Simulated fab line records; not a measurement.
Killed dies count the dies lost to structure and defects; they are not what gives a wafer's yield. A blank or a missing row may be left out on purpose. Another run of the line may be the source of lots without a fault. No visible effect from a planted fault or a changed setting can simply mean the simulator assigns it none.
Which tool was responsible? :: flow n5_finfet :: 22 lots (66 wafers sampled), 1 step of a 1938-step route

== WHAT THE GAUGES SHOWED, per wafer ==
N5_BEOL_M4_INSPECT_13: inspects for defects (brightfield).
lot: L074
measured: day 7 14:45
on: defect_inspect-02
raw_defect_count: 524 556 351

lot: L075
measured: day 7 14:57
on: defect_inspect-01
raw_defect_count: 451 432 297

lot: L076
measured: day 7 16:16
on: defect_inspect-02
raw_defect_count: 466 352 413

lot: L078
measured: day 8 16:32
on: defect_inspect-02
raw_defect_count: 415 406 271

lot: L077
measured: day 8 16:40
on: defect_inspect-02
raw_defect_count: 286 278 309

lot: L079
measured: day 8 20:29
on: defect_inspect-02
raw_defect_count: 483 334 440

lot: L080
measured: day 9 07:12
on: defect_inspect-01
raw_defect_count: 258 306 335

lot: L083
measured: day 9 13:01
on: defect_inspect-02
raw_defect_count: 334 405 452

lot: L082
measured: day 9 22:10
on: defect_inspect-01
raw_defect_count: 352 417 412

lot: L084
measured: day 9 23:41
on: defect_inspect-02
raw_defect_count: 493 544 437

lot: L085
measured: day 10 03:41
on: defect_inspect-02
raw_defect_count: 332 575 494

lot: L088
measured: day 10 19:13
on: defect_inspect-01
raw_defect_count: 399 515 528

lot: L086
measured: day 10 20:30
on: defect_inspect-01
raw_defect_count: 308 388 334

lot: L087
measured: day 11 05:16
on: defect_inspect-02
raw_defect_count: 541 521 331

lot: L090
measured: day 11 10:35
on: defect_inspect-01
raw_defect_count: 559 375 652

lot: L092
measured: day 11 14:34
on: defect_inspect-02
raw_defect_count: 553 547 467

lot: L091
measured: day 11 18:44
on: defect_inspect-01
raw_defect_count: 509 418 541

lot: L093
measured: day 12 06:29
on: defect_inspect-02
raw_defect_count: 439 362 443

lot: L095
measured: day 12 11:28
on: defect_inspect-01
raw_defect_count: 561 672 682

lot: L094
measured: day 12 18:22
on: defect_inspect-01
raw_defect_count: 422 464 448

lot: L096
measured: day 13 06:32
on: defect_inspect-01
raw_defect_count: 386 495 437

lot: L097
measured: day 13 11:55
on: defect_inspect-01
raw_defect_count: 412 354 380

== TOOL THAT RAN EACH LOT (tool first, then ch and the chambers of the sampled wafers, then the start) ==
No process step before these readings appears in the record.

== AS READ BY THE TOOLS THEMSELVES (means over the sampled wafers that have a number; for cases with no such wafer, the mark the record gives instead) ==
The record holds no such reading with a usual standard deviation.

== THE ANSWER, worked out from the rows above alone ==
Rule: usual is defined by the lots themselves. Put in order of their means at a reading, lots are off if they are a third of the lots or fewer, leave a main group of 4 or more, and stand apart from it by a gap of 3 or more times the standard deviation of the main group's means; of several such gaps the widest counts. A main group whose means are all the same, to the digits that the tables above print for the reading, isn't used. Also off: a lot with no number at a reading for which 4 or more lots have one. Where the step has rows for the other lots, those lots are counted as sound. The gauges are gone through in route order, then the tools' own readings, and for those a lot's mean is taken as printed above. The first step at which some lot is off is used, and at that step the reading that is off furthest; a lot without a number counts as furthest.
No lot is off at any reading shown: from this, nothing can be told.

== WHAT HAD BEEN PUT IN BY THE SIMULATOR ==
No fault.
